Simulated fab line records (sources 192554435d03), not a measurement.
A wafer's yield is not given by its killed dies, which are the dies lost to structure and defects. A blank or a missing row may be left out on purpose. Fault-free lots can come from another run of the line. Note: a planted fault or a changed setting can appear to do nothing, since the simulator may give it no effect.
Chamber matching    flow n5-finfet    N5_BEOL_M6_CMP_52 on cmp-01 has 4 sister chambers
The step polishes, stops on SiCOH lowk, t overpolish 6.9 s, target thk 80 nm. 4 wafers are shown with their chamber, then 10 later ones without.

WAFERS, EACH WITH ITS CHAMBER
wafer   chamber  motor-current-A (A)
L088.1  0        4.6
L088.4  3        5.2
L090.1  2        6.1
L090.4  1        6.4

WAFERS WHOSE CHAMBER IS MISSING
wafer   motor-current-A (A)
L090.5  6.6
L089.2  6.9
L089.4  4.6
L089.5  6.7
L092.2  6.1
L092.4  4.9
L092.6  4.8
L095.2  5.6
L095.3  4.4
L095.4  5.6

THE CHAMBER EACH PASSED THROUGH
wafer   from the rows above           in truth
L090.5  can't be placed: 1 or 2       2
L089.2  can't be placed: 1 or 2       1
L089.4  0                             0
L089.5  can't be placed: 1 or 2       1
L092.2  can't be placed: 2 or 1       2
L092.4  can't be placed: 3 or 0       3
L092.6  can't be placed: 0 or 3       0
L095.2  can't be placed: 3 or 2 or 1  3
L095.3  0                             0
L095.4  can't be placed: 3 or 2 or 1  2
2 of 10 placed correctly. Not placeable from these rows: 8 (in 8, the candidates include the true chamber). Wrongly placed: 0.
How it was worked out, from the rows above alone: a wafer's distance from a chamber is the root of the sum, over the readings, of the square of ((its reading less the chamber's mean) divided by the reading's scatter). If the next closest chamber is less than 2 further off than the closest, the wafer can't be placed; otherwise it belongs to the closest. For every chamber, the mean is computed from those of its wafers that are shown. The scatter (one wafer shown for each chamber): square how far every hidden wafer sits from the nearest shown wafer, average those squares and take the square root.
